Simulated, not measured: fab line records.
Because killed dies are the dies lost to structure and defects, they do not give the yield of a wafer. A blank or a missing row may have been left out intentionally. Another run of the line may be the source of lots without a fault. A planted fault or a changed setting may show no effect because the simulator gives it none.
A lot that was struck, set against a sound lot    flow nand-harc    14 out of 1302 route steps
Sound: wafers L204.4, L204.5, L204.6. Struck: wafer L196.5 (L196.2, L196.6, from the same lot, were not struck and are left out); the cause is given at the end.
Each step with rows lists, per side, the tool, then ch with its chambers, then its first start. Under that, the readings that differ: sound wafers    struck wafers    difference of the means    sigmas: that difference in standard deviations of wafers without a fault.
alike: readings with means less than 2 such deviations apart, plus words and numbers identical on both sides. not compared: withheld readings, readings lacking a value on some wafer, bounds such as >300 that could conceal the same value, and numbers that have no deviation in the record and whose values overlap.
Wherever a step has rows on one side only, a row that says differs or no value, or a row with sigmas, the two part there. When numbers do not overlap yet have no deviation, they are printed without sigmas and do not part them. Lack of a reading on every wafer of one side parts them only where that side has two or more wafers.

first, 9 steps without rows for these wafers: NHARC_A_STAIRCASE_DEHYDRATE_302 (time 120 s); NHARC_A_STAIRCASE_HMDS_303 (time 30 s); NHARC_A_STAIRCASE_COAT_304; NHARC_A_STAIRCASE_SOFTBAKE_305 (time 170 s); NHARC_A_STAIRCASE_EBR_306; NHARC_A_STAIRCASE_EXPOSE_307 (exposes mask CHOP 50); NHARC_A_STAIRCASE_PEB_308 (peb time 130 s); NHARC_A_STAIRCASE_DEVELOP_309 (time 140 s); NHARC_A_STAIRCASE_HARDBAKE_311 (time 140 s).
NHARC_A_STAIRCASE_DESCUM_312: chemistry O2, time 3 s.
  sound on rie-diel-10 ch 0,1,3, day 24 20:38; struck on rie-diel-06 ch 0, day 22 16:53
reading                      sound        struck  difference  sigmas
drypump-motor-current-A (A)  5.8 5.3 5.4  6.8     +1.3        +2
  alike: chamber-pressure-mTorr, o2-flow-sccm, oes-product-au, rf-vpp-V, showerhead-plenum-p-Torr, throttle-valve-pct
  not compared: rf-hours-counter-h
NHARC_A_STAIRCASE_ETCH_313: etches the open film in CF4/CHF3.
  sound on rie-diel-10 ch 0,1, day 24 20:42; struck on rie-diel-06 ch 1, day 22 16:58
reading       sound              struck  difference  sigmas
rf-vpp-V (V)  368.2 367.7 367.9  372.6   +4.7        +2
  alike: chamber-pressure-mTorr, drypump-motor-current-A, oes-product-au, showerhead-plenum-p-Torr, throttle-valve-pct
  not compared: rf-hours-counter-h
NHARC_A_STAIRCASE_HM_OPEN_463: chemistry O2/COS.
  sound on rie-diel-10 ch 2,3, day 24 20:49; struck on rie-diel-06 ch 1, day 22 17:04
reading                sound              struck  difference  sigmas
oes-product-au (a.u.)  1.013 1.018 1.001  1.338   +0.327      +34
  alike: chamber-pressure-mTorr, drypump-motor-current-A, o2-flow-sccm, rf-vpp-V, showerhead-plenum-p-Torr, throttle-valve-pct
  not compared: rf-hours-counter-h
then, 1 step without rows for these wafers: NHARC_A_STAIRCASE_STRIP_464 (strips in O2/COS).
NHARC_END_SORT_01:
  the record has rows for the sound wafers here (prober-02 ch 0, day 32 23:59) and none for the struck ones

== WHERE THEY PART ==
Last at NHARC_END_SORT_01 as far as this record goes, first at NHARC_A_STAIRCASE_DESCUM_312.

WHY: whatever the simulator had introduced
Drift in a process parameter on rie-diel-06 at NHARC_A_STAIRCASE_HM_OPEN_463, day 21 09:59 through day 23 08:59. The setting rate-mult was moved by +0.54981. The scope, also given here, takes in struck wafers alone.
